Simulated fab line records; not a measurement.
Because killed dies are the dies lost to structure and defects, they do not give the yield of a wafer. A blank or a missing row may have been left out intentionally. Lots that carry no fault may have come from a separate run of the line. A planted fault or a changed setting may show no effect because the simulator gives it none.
Matching of chambers | flow nand harc | 4 sister chambers for NHARC_A_STAIRCASE_DESCUM_186 on rie diel-01
The step chemistry O2, time 3 s. 8 wafers are shown with their chamber, then 11 later ones without.

== WAFERS PAIRED WITH THEIR CHAMBERS ==
wafer  | chamber | drypump motor current A (A) | showerhead plenum p Torr (Torr)
L086.2 | 0       | 5.7                         | 1.83
L086.5 | 1       | 5.4                         | 1.86
L087.3 | 1       | 5.4                         | 1.86
L087.4 | 3       | 5.9                         | 2.05
L089.1 | 0       | 5.6                         | 1.83
L089.2 | 3       | 5.9                         | 2.04
L089.4 | 2       | 6.1                         | 2.06
L090.2 | 2       | 6.1                         | 2.06

== WAFERS WHOSE CHAMBER IS MISSING ==
wafer  | drypump motor current A (A) | showerhead plenum p Torr (Torr)
L090.3 | 5.7                         | 1.83
L090.6 | 6.1                         | 2.06
L092.1 | 5.4                         | 1.85
L092.5 | 5.4                         | 1.85
L092.6 | 5.6                         | 1.82
L093.1 | 6.1                         | 2.06
L093.3 | 5.9                         | 2.04
L093.5 | 5.6                         | 1.82
L096.3 | 5.9                         | 2.04
L096.4 | 5.4                         | 1.85
L096.5 | 6.1                         | 2.05

== WHICH CHAMBER EACH WENT THROUGH ==
wafer  | from the rows above | in truth
L090.3 | 0                   | 0
L090.6 | 2                   | 2
L092.1 | 1                   | 1
L092.5 | 1                   | 1
L092.6 | 0                   | 0
L093.1 | 2                   | 2
L093.3 | 3                   | 3
L093.5 | 0                   | 0
L096.3 | 3                   | 3
L096.4 | 1                   | 1
L096.5 | 2                   | 2
11 of 11 placed correctly. Can't be placed from these rows: 0. 0 placed wrongly.
How it was worked out, from the rows above alone: a wafer's distance from a chamber is the root of the sum, over the readings, of the square of ((its reading less the chamber's mean) divided by the reading's scatter). The wafer belongs to the nearest chamber; if the next one is less than 2 further off, it can't be placed. Each chamber's mean is taken over the wafers shown for it. The scatter: the root of (the sum of the squares of (reading less its chamber's mean) over the shown wafers, divided by (wafers less chambers)).
